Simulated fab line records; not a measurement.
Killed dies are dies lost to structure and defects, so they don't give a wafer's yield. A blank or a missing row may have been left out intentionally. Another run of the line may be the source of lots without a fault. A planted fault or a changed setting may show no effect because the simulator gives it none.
Which tool did it? | flow nand_harc | 10 lots, 30 wafers sampled, at 6 steps of a route of 1302

## WHAT THE GAUGES SHOWED, per wafer
NHARC_END_SORT_01. Usual: killed_at_array 64, standard deviation 20; killed_at_other 0.7, standard deviation 1.1; killed_at_periphery 3.6, standard deviation 2.7; killed_dies 68, standard deviation 20; killed_open 2.8, standard deviation 1.9; killed_short 2.3, standard deviation 1.5.
lot  | measured     | on        | killed_at_array | killed_at_other | killed_at_periphery | killed_dies | killed_open | killed_short | flag
L445 | day 24 19:37 | prober-02 | 64 75 73        | 0 0 0           | 4 2 1               | 68 77 74    | 1 1 2       | 4 1 2        |
L444 | day 25 04:08 | prober-01 | 110 106 112     | 0 1 1           | 2 1 2               | 112 108 115 | 3 2 0       | 3 5 5        |
L451 | day 27 13:40 | prober-01 | 87 95 78        | 0 1 1           | 4 6 2               | 91 102 81   | 1 4 1       | 1 3 1        |
L450 | day 27 22:22 | prober-02 | 86 88 82        | 5 0 1           | 3 2 1               | 94 90 84    | 2 2 1       | 3 0 1        |
L452 | day 28 05:19 | prober-01 | 57 56 56        | 3 0 0           | 6 5 2               | 66 61 58    | 4 3 4       | 3 0 2        |
L453 | day 28 16:13 | prober-02 | 15 14 22        | 0 2 0           | 2 1 1               | 17 17 23    | 2 3 4       | 1 2 2        |
L454 | day 29 17:35 | prober-01 | 58 64 69        | 1 1 1           | 7 3 3               | 66 68 73    | 2 2 5       | 1 1 3        |
L458 | day 30 09:40 | prober-02 | 102 110 92      | 1 0 0           | 6 3 3               | 109 113 95  | 6 2 1       | 5 5 3        |
L457 | day 32 07:41 | prober-02 | 85 68 83        | 1 0 0           | 2 0 1               | 88 68 84    | 9 1 3       | 2 1 6        |
L464 | day 33 16:55 | prober-02 | 43 52 48        | 0 0 0           | 6 1 1               | 49 53 49    | 1 2 2       | 1 2 2        |

## WHAT TOOL EACH LOT RAN ON (gives the tool, then ch and the chambers of the sampled wafers, and finally the start)
lot  | NHARC_A_CONTACT_ETCH_88            | NHARC_A_CONTACT_ETCH_89                       | NHARC_A_CONTACT_ETCH_135             | NHARC_A_CONTACT_CVD_19        | NHARC_A_CONTACT_CMP_20
L445 | rie_diel-02 ch 0,1,3, day 22 21:40 | rie_diel-02 ch 0,2,3, day 22 22:55 or earlier | har_cap_etch-01 ch 0,1, day 22 22:55 | cvd_w-02 ch 0,1, day 23 02:09 | cmp-04 ch 0,1,3, day 23 02:55
L444 | rie_diel-06 ch 0,1,2, day 22 22:43 | rie_diel-06 ch 0,2,3, day 23 00:00 or earlier | har_cap_etch-02 ch 0,1, day 23 00:00 | cvd_w-02 ch 0,1, day 23 03:39 | cmp-02 ch 0,1,2, day 23 04:35
L451 | rie_diel-09 ch 0,2, day 25 13:49   | rie_diel-09 ch 0,2,3, day 25 15:05 or earlier | har_cap_etch-01 ch 0, day 25 15:05   | cvd_w-02 ch 0,1, day 25 18:02 | cmp-03 ch 0,3, day 25 18:56
L450 | rie_diel-06 ch 0,3, day 25 15:35   | rie_diel-06 ch 0,3, day 25 16:53 or earlier   | har_cap_etch-02 ch 0, day 25 16:53   | cvd_w-02 ch 0,1, day 25 19:55 | cmp-02 ch 0,2, day 25 20:50
L452 | rie_diel-09 ch 0,3, day 26 01:25   | rie_diel-09 ch 0,2,3, day 26 02:46 or earlier | har_cap_etch-02 ch 0,1, day 26 02:46 | cvd_w-01 ch 1, day 26 05:46   | cmp-02 ch 1,3, day 26 08:32
L453 | rie_diel-06 ch 1,2, day 26 15:38   | rie_diel-06 ch 1,2,3, day 26 16:56 or earlier | har_cap_etch-02 ch 1, day 26 16:56   | cvd_w-01 ch 1, day 26 19:54   | cmp-04 ch 1,2, day 26 20:48
L454 | rie_diel-09 ch 0,2, day 27 13:25   | rie_diel-09 ch 0,2,3, day 27 14:46 or earlier | har_cap_etch-03 ch 1, day 27 14:46   | cvd_w-01 ch 0, day 27 17:52   | cmp-03 ch 1,3, day 27 18:40
L458 | rie_diel-06 ch 0,3, day 28 04:11   | rie_diel-06 ch 1,2, day 28 05:34 or earlier   | har_cap_etch-02 ch 0,1, day 28 05:34 | cvd_w-02 ch 0,1, day 28 08:40 | cmp-04 ch 0,2,3, day 28 09:22
L457 | rie_diel-02 ch 0,1,3, day 29 07:17 | rie_diel-02 ch 1,3, day 29 09:45 or earlier   | har_cap_etch-03 ch 0,1, day 29 09:45 | cvd_w-01 ch 0,1, day 29 12:46 | cmp-03 ch 0,1,3, day 29 14:47
L464 | rie_diel-02 ch 0,1,3, day 31 15:53 | rie_diel-02 ch 1,2,3, day 31 17:12 or earlier | har_cap_etch-02 ch 0,1, day 31 17:12 | cvd_w-02 ch 1, day 31 21:31   | cmp-04 ch 2,3, day 31 23:09
- NHARC_A_CONTACT_ETCH_88: etches the open film in CF4, target depth 39 nm, time 65 s.
- NHARC_A_CONTACT_ETCH_89: etches the open film in N2/H2, target depth 260 nm, time 475.3 s.
- NHARC_A_CONTACT_ETCH_135: etches the open film in C4F8/O2/Ar, time 311 s, target depth 1912 nm.
- NHARC_A_CONTACT_CVD_19: deposits W, target thk 300 nm, time 802 s.
- NHARC_A_CONTACT_CMP_20: polishes, t overpolish 30 s, target thk 300 nm.

## AS READ BY THE TOOLS THEMSELVES (means over the sampled wafers that have a number; for cases with no such wafer, the mark the record gives instead)
NHARC_A_CONTACT_ETCH_88. Usual: for cf4_flow_sccm, 150.0 sccm with a standard deviation of 0.51; for drypump_motor_current_A, 5.8 A with a standard deviation of 0.45; for oes_product_au, 1.002 a.u. with a standard deviation of 0.011; for rf_fwd_power_W, 297.1 W with a standard deviation of 1.5; for rf_vpp_V, 151.4 V with a standard deviation of 1.2; for showerhead_plenum_p_Torr, 1.78 Torr with a standard deviation of 0.085; for throttle_valve_pct, 13.284 % with a standard deviation of 0.0092.
lot  | tool        | cf4_flow_sccm (sccm) | drypump_motor_current_A (A) | oes_product_au (a.u.) | rf_fwd_power_W (W) | rf_vpp_V (V) | showerhead_plenum_p_Torr (Torr) | throttle_valve_pct (%) | flag
L445 | rie_diel-02 | 150.3                | 6.1                         | 1.007                 | 296.8              | 151.9        | 1.83                            | 13.294                 |
L444 | rie_diel-06 | 149.4                | 5.6                         | 0.999                 | 297.2              | 151.4        | 1.79                            | 13.287                 |
L451 | rie_diel-09 | 150.3                | 5.2                         | 0.994                 | 297.6              | 150.9        | 1.74                            | 13.278                 |
L450 | rie_diel-06 | 150.3                | 5.6                         | 1.002                 | 296.7              | 150.8        | 1.84                            | 13.286                 |
L452 | rie_diel-09 | 150.1                | 6.0                         | 1.006                 | 296.7              | 149.9        | 1.65                            | 13.292                 |
L453 | rie_diel-06 | 150.2                | 5.4                         | 0.990                 | 297.5              | 151.3        | 1.71                            | 13.284                 |
L454 | rie_diel-09 | 150.0                | 5.2                         | 0.999                 | 298.8              | 151.8        | 1.80                            | 13.285                 |
L458 | rie_diel-06 | 150.5                | 5.4                         | 0.997                 | 296.5              | 150.8        | 1.77                            | 13.286                 |
L457 | rie_diel-02 | 149.7                | 6.1                         | 1.015                 | 297.1              | 151.4        | 1.82                            | 13.286                 |
L464 | rie_diel-02 | 150.0                | 6.1                         | 1.019                 | 298.4              | 151.3        | 1.81                            | 13.288                 |

NHARC_A_CONTACT_ETCH_89. Usual: for drypump_motor_current_A, 5.7 A with a standard deviation of 0.43; for n2_flow_sccm, 150.0 sccm with a standard deviation of 0.46; for oes_product_au, 1.004 a.u. with a standard deviation of 0.013; for rf_fwd_power_W, 399.3 W with a standard deviation of 1.1; for rf_vpp_V, 430.6 V with a standard deviation of 2.9; for showerhead_plenum_p_Torr, 2.04 Torr with a standard deviation of 0.1; for throttle_valve_pct, 14.171 % with a standard deviation of 0.0087.
lot  | tool        | drypump_motor_current_A (A) | n2_flow_sccm (sccm) | oes_product_au (a.u.) | rf_fwd_power_W (W) | rf_vpp_V (V) | showerhead_plenum_p_Torr (Torr) | throttle_valve_pct (%) | flag
L445 | rie_diel-02 | 6.1                         | 150.1               | 0.994                 | 398.3              | 431.6        | 2.10                            | 14.165                 |
L444 | rie_diel-06 | 5.6                         | 150.3               | 0.983                 | 399.6              | 430.3        | 2.07                            | 14.169                 |
L451 | rie_diel-09 | 5.6                         | 150.2               | 1.002                 | 399.7              | 429.4        | 1.99                            | 14.167                 |
L450 | rie_diel-06 | 5.3                         | 149.6               | 0.997                 | 400.1              | 431.0        | 2.04                            | 14.175                 |
L452 | rie_diel-09 | 5.6                         | 150.1               | 1.001                 | 399.3              | 429.5        | 1.99                            | 14.177                 |
L453 | rie_diel-06 | 5.4                         | 149.9               | 0.989                 | 398.9              | 429.7        | 1.97                            | 14.174                 |
L454 | rie_diel-09 | 5.6                         | 150.2               | 0.997                 | 399.3              | 429.0        | 1.99                            | 14.169                 |
L458 | rie_diel-06 | 5.6                         | 149.8               | 1.000                 | 399.7              | 429.3        | 1.99                            | 14.172                 |
L457 | rie_diel-02 | 6.4                         | 150.0               | 1.019                 | 399.7              | 431.5        | 2.12                            | 14.174                 |
L464 | rie_diel-02 | 6.2                         | 149.9               | 1.018                 | 399.8              | 429.6        | 2.03                            | 14.168                 |

NHARC_A_CONTACT_CVD_19. Usual: chamber_pressure_Torr 40.00 Torr, standard deviation 0.088; heater_power_w 469 W, standard deviation 31; throttle_valve_pct 8.21 %, standard deviation 0.28.
lot  | tool     | chamber_pressure_Torr (Torr) | heater_power_w (W) | throttle_valve_pct (%) | flag
L445 | cvd_w-02 | 39.96                        | 484                | 8.30                   |
L444 | cvd_w-02 | 39.95                        | 476                | 7.87                   |
L451 | cvd_w-02 | 39.99                        | 481                | 8.04                   |
L450 | cvd_w-02 | 40.01                        | 471                | 8.01                   |
L452 | cvd_w-01 | 40.10                        | 419                | 8.18                   |
L453 | cvd_w-01 | 40.05                        | 405                | 8.22                   |
L454 | cvd_w-01 | 39.99                        | 489                | 8.55                   |
L458 | cvd_w-02 | 39.95                        | 476                | 7.85                   |
L457 | cvd_w-01 | 40.01                        | 446                | 8.39                   |
L464 | cvd_w-02 | 40.02                        | 495                | 8.26                   |

NHARC_A_CONTACT_CMP_20. Usual: motor_current_A 12.4 A, standard deviation 1.4; overpolish_run_s 29.999 s, standard deviation 0.0094; time_to_endpoint_s 59 s, standard deviation 3.3.
lot  | tool   | motor_current_A (A) | overpolish_run_s (s) | time_to_endpoint_s (s) | flag
L445 | cmp-04 | 12.7                | 29.999               | 61                     |
L444 | cmp-02 | 11.7                | 29.998               | 62                     |
L451 | cmp-03 | 13.0                | 29.999               | 52                     |
L450 | cmp-02 | 11.5                | 30.000               | 57                     |
L452 | cmp-02 | 12.4                | 30.002               | 112                    | OFF
L453 | cmp-04 | 14.4                | 30.005               | 63                     |
L454 | cmp-03 | 12.5                | 29.986               | 58                     |
L458 | cmp-04 | 11.9                | 29.995               | 56                     |
L457 | cmp-03 | 12.9                | 29.995               | 113                    | OFF
L464 | cmp-04 | 12.8                | 29.995               | 55                     |

## THE ANSWER, worked out from the rows above alone
Rule: lot off if the mean of its wafers having a number is beyond 3 standard deviations from the usual mean. A lot without any number at a reading at which 4 lots or more have one is off too. All remaining lots with rows at the step are treated as sound. The gauges are gone through in route order, then the tools' own readings, and for those a lot's mean is taken as printed above. At the first step where some lot is off, the reading lying furthest off is the one used; lots without a number count as furthest.
Off: L452, L457, at NHARC_A_CONTACT_CMP_20 (time_to_endpoint_s).
A tool fits if, at that step or a process step before it, it ran every lot that is off, and no sound lot after the first of them. With no start given for some of its lots, NHARC_A_CONTACT_ETCH_89 uses the hours and lot order of NHARC_A_CONTACT_ETCH_135. Of those tried, none fits.

## WHAT WAS PUT IN BY THE SIMULATOR
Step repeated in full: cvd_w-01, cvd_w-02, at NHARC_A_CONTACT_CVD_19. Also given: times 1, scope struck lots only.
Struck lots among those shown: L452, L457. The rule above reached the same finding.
